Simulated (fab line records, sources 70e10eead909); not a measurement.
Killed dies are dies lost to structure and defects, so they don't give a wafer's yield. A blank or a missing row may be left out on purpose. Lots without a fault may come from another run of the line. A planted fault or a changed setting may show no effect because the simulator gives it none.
A struck lot beside a sound one | flow nand_harc | 17 steps out of a route of 1302
Sound: wafers L259.3, L259.4, L259.6. Struck: wafers L253.1, L253.2, L253.5. The cause comes at the end.
At each step with rows: each side's tool, then ch and its chambers, then its first start. Under that, the readings that differ: sound wafers | struck wafers | difference of the means | sigmas: that difference in standard deviations of wafers without a fault.
alike: readings whose means differ by less than 2 such deviations, and words and numbers that are the same on both sides. not compared: withheld readings, readings that some wafer has no value for, bounds like >300 that may hide the same value, and numbers for which the record gives no deviation and whose values overlap.
The two part at a step that has a row with sigmas, a row that says differs or no value, or rows on one side only. Numbers that don't overlap but have no deviation are shown without sigmas and don't part them. A reading that every wafer of one side lacks parts them only if that side has two wafers or more.

NHARC_A_STAIRCASE_CMP_472: polishes SiO2.
  sound on cmp-01 ch 0,1,3, day 28 19:23; struck on cmp-01 ch 0,2,3, day 24 16:08
  alike: motor_current_A, retaining_ring_pressure_frac
then, 1 step without rows for these wafers: NHARC_A_STAIRCASE_SRD_474.
NHARC_A_STAIRCASE_INSPECT_155:
  sound on defect_inspect-01, day 28 19:44; struck on defect_inspect-02, day 24 16:27
  alike: raw_defect_count
NHARC_A_SGD_CUT_DEP_00: deposits SiNx, target thk 50 nm.
  sound on pecvd-02 ch 0,2, day 28 19:47; struck on pecvd-02 ch 1,2, day 24 16:31
  alike: heater_power_w
  not compared: since_wet_clean_h
then, 7 steps without rows for these wafers: NHARC_A_SGD_CUT_DEHYDRATE_01 (time 120 s); NHARC_A_SGD_CUT_HMDS_02 (time 30 s); NHARC_A_SGD_CUT_COAT_56 (time 75 s); NHARC_A_SGD_CUT_COAT_57 (time 65 s); NHARC_A_SGD_CUT_COAT_03 (resist thk 90 nm); NHARC_A_SGD_CUT_SOFTBAKE_04 (time 55 s); NHARC_A_SGD_CUT_EBR_05.
NHARC_A_SGD_CUT_EXPOSE_06: exposes mask SGD.
  sound on arfi_scanner-01 ch 0, day 28 20:23; struck on arfi_scanner-03 ch 0, day 24 17:06
  reading              | sound             | struck            | difference | sigmas
  exposure_dose_mJ_cm2 | 85.49 85.55 85.61 | 87.71 87.65 87.65 | +2.12      | +24
  alike: mask
then, 2 steps without rows for these wafers: NHARC_A_SGD_CUT_PEB_07 (peb time 65 s); NHARC_A_SGD_CUT_DEVELOP_08 (develop time 35 s).
NHARC_A_SGD_CUT_CD_MEAS_09: target cd 100 nm.
  sound on cd_sem-02 ch 0, day 28 20:31; struck on cd_sem-03 ch 0, day 24 17:14
  reading    | sound          | struck            | difference | sigmas
  cd_nm (nm) | 98.4 98.8 98.0 | 100.3 100.3 101.0 | +2.1       | +3
  not compared: hold
NHARC_A_SGD_CUT_OVL_MEAS_10:
  sound on overlay-02, day 28 20:36; struck on overlay-01, day 24 17:20
  reading           | sound       | struck        | difference | sigmas
  overlay_y_nm (nm) | 1.9 1.5 1.8 | 0.4 -0.1 -0.6 | -1.8       | -2
  alike: overlay_x_nm
  not compared: hold
-- the record jumps here: 5 days lie between the struck wafers' starts before and after (it left off in module A_SGD_CUT and takes up again in module END, whose first step shown is number 1302 of the route) --
NHARC_END_SORT_01:
  the record has rows for the struck wafers here (prober-02 ch 0, day 30 00:58) and none for the sound ones

WHERE THEY PART
First at NHARC_A_SGD_CUT_EXPOSE_06; last, within this record, at NHARC_END_SORT_01.

WHY: what the simulator had put in
Process parameter drift: arfi_scanner-03, from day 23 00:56 on, at NHARC_A_SGD_CUT_EXPOSE_06. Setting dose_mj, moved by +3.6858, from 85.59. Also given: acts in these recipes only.
